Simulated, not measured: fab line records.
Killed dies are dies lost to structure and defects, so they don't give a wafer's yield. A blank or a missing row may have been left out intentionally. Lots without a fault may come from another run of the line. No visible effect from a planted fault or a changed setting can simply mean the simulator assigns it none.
fab line records	flow nand-harc
[record] lots = 11	wafers = 33	last-day = 26
route steps=1159 shown A_STAIRCASE@531 END@1159
lots that met no fault: from a run of the same line without faults
start-h: hours from the record's first day to the start of the lot's first wafer shown	wait-h: hours from the lot's prior step to this one	" as in the row above	L1.1+2: a row that stands for several wafers	- no value, or no start was given	* or withheld: withheld	< > ~ a bound
route shown NAME@n: NAME is a module with steps in the file, n the number in the route of the first one	usual: mean/standard deviation taken from wafers without a fault	same: alike in all rows	chamber/n: place in a boat	sites: the reading at each site	_std_site: how widely they spread, as a standard deviation	_edge_site: inner sites' mean taken away from outer sites' mean	radius-mm: for every site, how far away it sits from the centre of the wafer	mask NAME#n: copy n	behind: the most recent tool/chamber to have shaped the wafer	hold: cause of the lot's hold/its duration in hours/its outcome	device: the n, p or np transistor that did not switch	end of line: the same wafers' tests at the end of the route	step lacking rows: just its recipe	killed: the dies lost at the first sort to structure and to defects; this is not the yield of the wafer	map: per-die view of a wafer (x killed, . not killed, _ where there is no die)
set.NAME: setting as actually run; set.NAME@STEP: the setting as run at that earlier step	model.NAME: the simulator's own value behind a step, which no gauge read
steps of the route over a sample of lots; a table a step, a row a wafer
services: a tool's chamber out of use, with start hour (start-h, from the record's first day; less than 0 if before it), hours out, and reason
[[steps]]
[step NHARC_A_STAIRCASE_ETCH_169]
[recipe] target-depth-a = 500	time-s = 107.1	ion-energy-ev = 120	ch3f-flow-sccm = 50	o2-flow-sccm = 30	ar-flow-sccm = 200	rf-w = 500	bias-w = 100	chemistry = CH3F/O2
[usual] drypump-motor-current-A = 5.9/0.5	o2-flow-sccm = 30.00/0.093	oes-product-au = 0.950/0.021	rf-vpp-V = 243.7/1.4	showerhead-plenum-p-Torr = 2.41/0.087	throttle-valve-pct = 20.663/0.0087
lot.wafer	tool	chamber	start-h	wait-h	drypump-motor-current-A	o2-flow-sccm	oes-product-au	rf-hours-counter-h	rf-vpp-V	showerhead-plenum-p-Torr	throttle-valve-pct
L530.3	rie-diel-12	1	245.00	0.1	5.3	30.05	0.982	13	246.0	2.52	20.663
L530.4	"	2	"	"	5.6	29.90	0.954	13	242.4	2.35	20.663
L530.5	"	3	"	"	5.9	30.07	0.937	-	242.3	2.39	20.651
L531.3	rie-diel-12	0	245.16	0.1	6.7	29.98	0.958	11	245.5	2.43	20.667
L531.1	"	2	"	"	5.6	30.12	0.947	13	242.9	2.35	20.671
L531.4	"	3	"	"	5.9	29.97	0.917	11	243.2	2.39	20.666
L534.2	rie-diel-02	3	266.61	0.3	6.1	30.03	0.940	41	246.8	2.56	20.652
L534.5	"	0	"	"	6.6	29.91	0.934	-	243.3	2.40	20.667
L534.4	"	2	"	"	5.4	29.92	0.938	-	242.9	2.27	20.652
L538.4	rie-diel-11	1	284.55	0.1	5.3	30.02	0.949	36	245.3	2.55	20.661
L538.2	"	2	"	"	5.5	29.99	0.952	23	243.2	2.37	20.640
L538.3	"	0	"	"	6.2	29.87	0.991	37	242.4	2.28	20.656
L540.2	rie-diel-11	1	308.69	0.1	5.3	30.02	0.969	44	244.5	2.54	20.661
L540.4	"	0	"	"	6.2	29.94	0.988	44	240.6	2.27	20.653
L540.6	"	2	"	"	5.5	30.01	0.927	-	243.0	2.37	20.672
L542.4	rie-diel-12	0	309.00	0.1	6.7	30.06	0.958	33	244.1	2.42	20.678
L542.2	"	2	"	"	5.7	30.14	0.976	34	244.1	2.35	20.669
L542.6	"	0	"	"	6.7	30.03	0.961	-	243.7	2.42	20.663
L541.2	rie-diel-12	2	312.17	0.1	5.6	29.92	0.973	36	242.3	2.35	20.667
L541.3	"	3	"	"	5.9	29.98	0.941	35	243.6	2.38	20.676
L541.6	"	2	"	"	5.6	30.14	0.971	-	242.8	2.35	20.660
L544.4	rie-diel-11	1	317.45	0.1	5.3	29.88	0.950	48	244.0	2.54	20.662
L544.2	"	2	"	"	5.5	30.20	0.956	31	242.3	2.37	20.672
L544.5	"	3	"	"	6.4	30.07	0.953	-	243.4	2.38	20.667
L549.1	rie-diel-12	0	352.80	0.1	6.7	29.96	0.929	50	243.4	2.42	20.658
L549.3	"	1	"	"	5.4	30.04	0.926	52	244.8	2.50	20.650
L549.2	"	3	"	"	5.9	29.86	0.910	50	243.5	2.37	20.676
L551.2	rie-diel-12	0	375.57	0.1	6.7	29.95	0.938	58	245.2	2.41	20.659
L551.3	"	1	"	"	5.3	30.10	0.916	61	245.6	2.50	20.670
L551.6	"	1	"	"	5.4	29.97	0.923	-	246.2	2.50	20.664
L552.2	rie-diel-11	1	375.76	0.1	5.3	30.18	0.942	0	245.7	2.53	20.669
L552.6	"	3	"	"	6.4	30.03	0.964	-	243.6	2.37	20.661
L552.4	"	2	"	"	5.5	30.05	0.963	-	244.6	2.36	20.654
[step NHARC_A_STAIRCASE_STRIP_171]
[recipe] power-w = 1500	temp-c = 250	chemistry = O2
[usual] drypump-motor-current-A = 5.8/0.44	heater-power-w = 328/31
lot.wafer	tool	chamber	start-h	wait-h	drypump-motor-current-A	heater-power-w	rf-hours-counter-h
L530.3	plasma-asher-02	1	245.33	-	5.6	346	-
L530.4	"	0	"	"	6.1	304	-
L530.5	"	1	"	"	5.6	324	-
L531.1	plasma-asher-01	0	245.56	-	5.2	290	45
L531.4	"	1	"	"	6.3	379	-
L531.3	"	0	"	"	5.2	281	-
L534.2	plasma-asher-01	0	266.88	-	5.2	290	52
L534.4	"	0	"	"	5.2	295	-
L534.5	"	0	"	"	5.2	287	-
L538.2	plasma-asher-01	0	289.01	-	5.2	296	2
L538.4	"	1	"	"	6.2	370	-
L538.3	"	0	"	"	5.2	295	-
L540.2	plasma-asher-02	1	308.92	-	5.6	341	36
L540.4	"	0	"	"	6.1	304	-
L540.6	"	1	"	"	5.6	329	-
L542.2	plasma-asher-02	0	309.22	-	6.1	310	37
L542.4	"	0	"	"	6.1	310	-
L542.6	"	1	"	"	5.6	332	-
L541.2	plasma-asher-01	0	312.51	-	5.2	304	11
L541.3	"	1	"	"	6.2	359	-
L541.6	"	1	"	"	6.2	358	-
L544.2	plasma-asher-01	0	317.74	-	5.2	296	13
L544.4	"	0	"	"	5.3	300	-
L544.5	"	0	"	"	5.2	301	-
L549.2	plasma-asher-01	1	353.04	-	6.2	366	24
L549.1	"	0	"	"	5.2	305	24
L549.3	"	0	"	"	5.2	293	-
L551.2	plasma-asher-01	0	375.85	-	5.2	296	35
L551.3	"	0	"	"	5.2	295	-
L551.6	"	1	"	"	6.2	364	-
L552.2	plasma-asher-02	1	376.05	-	5.6	341	2
L552.4	"	1	"	"	5.6	343	-
L552.6	"	0	"	"	6.1	311	-
[step NHARC_A_STAIRCASE_TRIM_12]
[recipe] time-s = 211.2	o2-flow-sccm = 500	ar-flow-sccm = 0	bias-w = 0	chemistry = O2
[usual] drypump-motor-current-A = 5.9/0.51	o2-flow-sccm = 500.1/1.4	oes-product-au = 1.001/0.0096	rf-vpp-V = 57.6/0.98	run-length-s = 232.7/0.44	showerhead-plenum-p-Torr = 3.46/0.13	throttle-valve-pct = 17.037/0.0088
lot.wafer	tool	chamber	start-h	wait-h	drypump-motor-current-A	o2-flow-sccm	oes-product-au	rf-hours-counter-h	rf-vpp-V	run-length-s	showerhead-plenum-p-Torr	throttle-valve-pct
L530.3	rie-diel-02	2	247.00	0.1	5.4	499.2	0.997	33	56.8	232.8	3.27	17.048
L530.4	"	3	"	"	6.1	498.8	0.992	34	58.3	233.1	3.67	17.049
L530.5	"	3	"	"	6.1	500.6	1.004	-	58.5	233.0	3.67	17.046
L531.3	rie-diel-02	1	247.24	0.1	6.7	501.1	1.008	32	57.8	232.9	3.47	17.026
L531.1	"	3	"	"	6.1	499.1	1.016	34	58.6	233.0	3.67	17.046
L531.4	"	0	"	"	6.5	501.3	1.007	31	57.9	233.0	3.45	17.024
L534.4	rie-diel-12	3	268.40	0.1	5.9	501.5	0.982	20	57.1	231.7	3.43	17.026
L534.2	"	0	"	"	6.7	502.4	1.002	20	57.4	232.9	3.49	17.033
L534.5	"	1	"	"	5.4	499.4	1.000	-	57.5	233.4	3.60	17.033
L538.3	rie-diel-12	0	290.56	0.1	6.7	501.3	1.006	27	55.9	232.8	3.48	17.022
L538.2	"	1	"	"	5.4	498.3	0.992	27	57.0	233.1	3.60	17.036
L538.4	"	2	"	"	5.6	499.0	1.004	28	59.1	232.8	3.38	17.029
L542.2	rie-diel-11	2	310.83	0.1	5.5	498.9	1.007	27	57.9	232.8	3.40	17.029
L542.4	"	1	"	"	5.3	500.6	0.979	45	58.5	233.1	3.65	17.043
L542.6	"	3	"	"	6.4	501.8	1.010	-	56.6	232.5	3.42	17.040
L540.2	rie-diel-12	0	310.98	0.5	6.6	502.2	1.010	33	58.2	233.4	3.48	17.043
L540.4	"	2	"	"	5.6	498.9	1.008	35	57.9	232.6	3.37	17.027
L540.6	"	1	"	"	5.4	498.9	1.009	-	58.9	233.3	3.60	17.037
L541.3	rie-diel-11	1	314.07	0.1	5.3	499.9	0.994	46	57.8	232.9	3.64	17.036
L541.2	"	0	"	"	6.2	499.5	1.010	46	55.1	232.4	3.27	17.017
L541.6	"	2	"	"	5.5	501.9	1.005	-	56.2	233.0	3.40	17.036
L544.2	rie-diel-12	1	319.79	0.3	5.3	499.9	1.011	40	58.3	233.2	3.59	17.048
L544.4	"	0	"	"	6.6	497.7	1.001	-	56.8	232.9	3.47	17.039
L544.5	"	1	"	"	5.4	503.2	1.011	-	58.2	233.2	3.59	17.018
L549.2	rie-diel-12	1	354.66	0.1	5.3	500.8	1.005	54	57.8	232.9	3.59	17.031
L549.1	"	3	"	"	5.9	501.9	0.982	50	57.1	231.6	3.41	17.046
L549.3	"	0	"	"	6.7	498.6	1.006	51	58.3	232.8	3.47	17.037
L551.3	rie-diel-11	2	377.40	0.1	5.5	500.6	1.007	1	57.8	233.0	3.39	17.036
L551.2	"	1	"	"	5.3	499.5	0.993	1	58.3	232.9	3.63	17.044
L551.6	"	2	"	"	5.5	500.0	1.009	-	57.1	232.7	3.39	17.041
L552.4	rie-diel-02	3	377.70	0.1	6.2	500.3	1.008	14	58.9	232.8	3.65	17.037
L552.2	"	1	"	"	6.7	502.3	1.005	12	58.2	232.9	3.45	17.037
L552.6	"	3	"	"	6.2	500.1	0.986	-	57.6	232.8	3.65	17.030
[step NHARC_A_STAIRCASE_TRIM_22]
[recipe] time-s = 211.2	o2-flow-sccm = 500	ar-flow-sccm = 0	bias-w = 0	chemistry = O2
[usual] drypump-motor-current-A = 6.0/0.52	o2-flow-sccm = 499.7/1.4	oes-product-au = 0.999/0.0091	rf-vpp-V = 57.7/0.92	run-length-s = 232.7/0.46	showerhead-plenum-p-Torr = 3.48/0.14	throttle-valve-pct = 17.036/0.0088
lot.wafer	tool	chamber	start-h	wait-h	drypump-motor-current-A	o2-flow-sccm	oes-product-au	rf-hours-counter-h	rf-vpp-V	run-length-s	showerhead-plenum-p-Torr	throttle-valve-pct
L531.3	rie-diel-02	2	248.87	-	5.4	498.2	0.990	34	57.6	232.4	3.27	17.035
L531.4	"	3	"	"	6.1	499.1	1.005	35	58.6	233.1	3.67	17.033
L531.1	"	1	"	"	6.7	498.0	1.013	33	57.2	232.9	3.47	17.035
L530.3	rie-diel-12	3	248.98	-	5.9	500.6	0.984	13	58.1	231.7	3.43	17.043
L530.4	"	1	"	"	5.4	499.3	1.000	16	57.2	233.4	3.61	17.026
L530.5	"	0	"	"	6.7	499.0	0.999	-	57.3	233.4	3.49	17.039
L534.4	rie-diel-02	2	269.90	-	5.4	498.6	0.988	41	56.4	232.5	3.27	17.034
L534.2	"	3	"	"	6.1	500.0	1.000	42	59.3	232.8	3.67	17.050
L534.5	"	2	"	"	5.4	497.7	0.996	-	56.2	232.8	3.27	17.029
L538.3	rie-diel-12	1	292.06	-	5.4	499.5	0.997	28	58.5	233.4	3.60	17.036
L538.4	"	2	"	"	5.6	501.7	0.998	29	58.7	232.7	3.38	17.042
L538.2	"	0	"	"	6.7	497.0	0.997	28	57.9	232.9	3.48	17.026
L540.2	rie-diel-12	0	312.49	-	6.6	499.8	1.003	34	58.3	233.3	3.48	17.037
L540.4	"	2	"	"	5.7	501.0	0.994	36	59.7	232.5	3.37	17.008
L540.6	"	0	"	"	6.6	499.9	1.007	-	57.6	232.9	3.48	17.040
L542.2	rie-diel-11	3	313.09	-	6.5	499.8	1.012	45	56.5	232.1	3.42	17.033
L542.4	"	1	"	"	5.3	497.6	0.995	46	57.5	233.2	3.64	17.044
L542.6	"	3	"	"	6.4	499.3	1.021	-	56.2	232.1	3.42	17.021
L541.3	rie-diel-12	2	317.19	-	5.7	499.4	0.997	38	57.0	273.6	3.37	17.043
L541.2	"	3	"	"	5.9	501.5	0.988	38	58.6	272.3	3.42	17.035
L541.6	"	1	"	"	5.3	497.3	1.001	-	58.7	273.5	3.60	17.020
L544.4	rie-diel-12	1	322.23	-	5.4	499.6	1.000	41	56.8	273.6	3.59	17.042
L544.2	"	0	"	"	6.6	499.8	1.007	41	58.8	273.5	3.47	17.037
L544.5	"	2	"	"	5.6	499.2	0.992	-	57.4	273.0	3.37	17.031
L549.1	rie-diel-11	0	356.13	-	6.2	501.0	1.005	62	56.2	232.1	3.26	17.030
L549.2	"	1	"	"	5.3	499.6	0.990	62	59.3	233.0	3.64	17.035
L549.3	"	2	"	"	5.5	499.3	1.005	45	57.6	233.4	3.39	17.038
L551.2	rie-diel-11	0	378.87	-	6.3	498.5	1.005	1	58.1	232.3	3.81	17.043
L551.3	"	2	"	"	5.5	499.6	1.001	1	56.1	232.7	3.39	17.051
L551.6	"	0	"	"	6.3	499.9	1.000	-	59.6	232.2	3.81	17.033
L552.4	rie-diel-02	1	379.58	-	6.7	497.0	1.005	13	56.9	233.2	3.45	17.055
L552.2	"	3	"	"	6.2	498.8	1.006	16	58.6	232.9	3.65	17.032
L552.6	"	0	"	"	6.6	499.1	0.996	-	57.4	233.1	3.43	17.041
[step NHARC_END_SORT_01]
[recipe] temp-c = 25
[usual] killed-at-array = 27/11	killed-at-other = 0.6/1	killed-at-periphery = 3.0/2.1	killed-dies = 31/12	killed-open = 3.2/1.7	killed-short = 1.7/1.4
[same] gross-dies = 677
lot.wafer	tool	chamber	start-h	wait-h	killed-at-array	killed-at-other	killed-at-periphery	killed-dies	killed-open	killed-short
L540.2	prober-01	0	512.16	2.8	22	1	2	25	5	0
L540.4	prober-01	0	513.78	3.4	18	1	2	21	2	0
L540.6	prober-01	0	515.39	4.0	26	0	6	32	4	3
L541.2	prober-01	0	520.03	2.8	42	0	4	46	4	1
L541.3	prober-01	0	520.85	3.1	35	0	3	38	0	0
L541.6	prober-01	0	523.29	4.1	46	0	5	51	4	5
L544.2	prober-02	0	522.45	2.8	34	0	5	39	2	1
L544.4	prober-02	0	524.06	3.4	28	1	7	36	5	1
L544.5	prober-02	0	524.86	3.7	27	0	1	28	4	0
// killed by level:class
L540.2 A_CHANNEL_HOLE_D1:chamber-film-flake=12 A_CONTACT:chamber-film-flake=3 A_CONTACT:geometric-particle:open=2 A_STAIRCASE:chamber-film-flake=2 P_M0:geometric-particle:open=1 A_WL_FILL:geometric-particle:open=1 A_M1:geometric-particle:open=1 P_ZERO_WELL:chamber-film-flake=1
L540.4 A_CHANNEL_HOLE_D1:chamber-film-flake=12 A_STAIRCASE:chamber-film-flake=4 P_CONTACT:geometric-particle:open=1 A_WL_FILL:geometric-particle:open=1 P_GATE:chamber-film-flake=1 A_CHANNEL_FILL_D1:chamber-film-flake=1 THIN_TSV:chamber-film-flake=1
L540.6 A_CHANNEL_HOLE_D1:chamber-film-flake=15 A_STAIRCASE:chamber-film-flake=4 P_M0:geometric-particle:open=2 P_GATE:geometric-particle:open=1 P_CONTACT:geometric-particle:open=1 A_CHANNEL_HOLE_D1:geometric-particle:short=1 A_CHANNEL_FILL_D1:geometric-particle:short=1 A_WL_FILL:geometric-particle:short=1
L541.2 A_SLIT:chamber-film-flake=14 A_CHANNEL_HOLE_D1:chamber-film-flake=13 A_CONTACT:chamber-film-flake=6 P_GATE:chamber-film-flake=4 A_STAIRCASE:chamber-film-flake=3 A_ONON_D1:geometric-particle:open=2 A_CHANNEL_FILL_D1:geometric-particle:open=1 A_CONTACT:geometric-particle:open=1
L541.3 A_SLIT:chamber-film-flake=17 A_CHANNEL_HOLE_D1:chamber-film-flake=10 A_STAIRCASE:chamber-film-flake=5 A_CONTACT:chamber-film-flake=3 P_GATE:chamber-film-flake=2 P_ZERO_WELL:chamber-film-flake=1
L544.2 A_SLIT:chamber-film-flake=17 A_CHANNEL_HOLE_D1:chamber-film-flake=7 A_STAIRCASE:chamber-film-flake=5 A_CONTACT:chamber-film-flake=4 P_STI:chamber-film-flake=2 P_M0:geometric-particle:open=1 P_M2:geometric-particle:short=1 A_CONTACT:geometric-particle:open=1
L541.6 A_CHANNEL_HOLE_D1:chamber-film-flake=18 A_SLIT:chamber-film-flake=13 A_STAIRCASE:chamber-film-flake=4 A_CONTACT:chamber-film-flake=4 A_WL_FILL:geometric-particle:short=2 P_GATE:chamber-film-flake=2 P_CONTACT:geometric-particle:short=1 P_M0:geometric-particle:open=1
L544.4 A_SLIT:chamber-film-flake=15 A_CHANNEL_HOLE_D1:chamber-film-flake=7 P_STI:chamber-film-flake=4 P_M1:geometric-particle:open=2 A_CONTACT:chamber-film-flake=2 P_CONTACT:geometric-particle:open=1 A_CHANNEL_HOLE_D1:geometric-particle:open=1 A_WL_FILL:geometric-particle:short=1
L544.5 A_SLIT:chamber-film-flake=14 A_STAIRCASE:chamber-film-flake=4 A_CHANNEL_HOLE_D1:chamber-film-flake=3 A_CONTACT:geometric-particle:open=2 A_CONTACT:chamber-film-flake=2 A_CHANNEL_FILL_D1:geometric-particle:open=1 A_M1:geometric-particle:open=1 P_STI:chamber-film-flake=1
[[services]]
tool	chamber	start-h	hours	kind
rie-diel-02	0	229.12	7.9	repair
rie-diel-02	1	232.52	7.2	repair
rie-diel-12	0	237.39	-	clean
rie-diel-12	1	237.39	-	clean
rie-diel-12	2	237.39	-	clean
rie-diel-12	3	237.39	-	clean
rie-diel-02	1	259.67	8.8	repair
rie-diel-11	1	260.58	1.5	repair
rie-diel-12	0	261.95	-	clean
rie-diel-12	1	261.95	-	clean
rie-diel-12	2	261.95	-	clean
rie-diel-12	3	261.95	-	clean
plasma-asher-01	-	277.99	9.0	pm
plasma-asher-02	-	280.03	11.4	repair
rie-diel-12	0	286.45	-	clean
rie-diel-12	1	286.45	-	clean
rie-diel-12	2	286.45	-	clean
rie-diel-12	3	286.45	-	clean
rie-diel-12	3	318.14	2.6	repair
plasma-asher-02	-	327.30	2.2	repair
rie-diel-02	-	328.00	9.0	pm
plasma-asher-02	-	360.00	9.0	pm
rie-diel-11	-	366.56	9.0	pm
rie-diel-12	-	379.62	9.0	pm
[[key]]
[first-sign] step = NHARC_A_STAIRCASE_TRIM_22	reading = run-length-s	direction = up	sigmas = 88	usual = *	struck = *
effect none on later readings
met-at NHARC_A_STAIRCASE_TRIM_22
struck-lots L541,L544
tester-left-out L541,L544
not-acting-at NHARC_A_STAIRCASE_ETCH_169,NHARC_A_STAIRCASE_STRIP_171,NHARC_A_STAIRCASE_TRIM_12
onset-between 312.49 317.19
[fault] kind = process-parameter-drift	tool = rie-diel-12	chamber = -	onset-h = 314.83	steps = NHARC_A_STAIRCASE_TRIM_22	channel = time-s	offset = *	shape = step	end-h = 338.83	acts-in = *	stated = *
// tester-left-out: of these lots the tester's yield and bins aren't shown, on N5 and GAA mostly nor the transistor test; their killed dies are dies lost to structure and defects alone, not to doping, threshold or leakage, so they don't give the yield
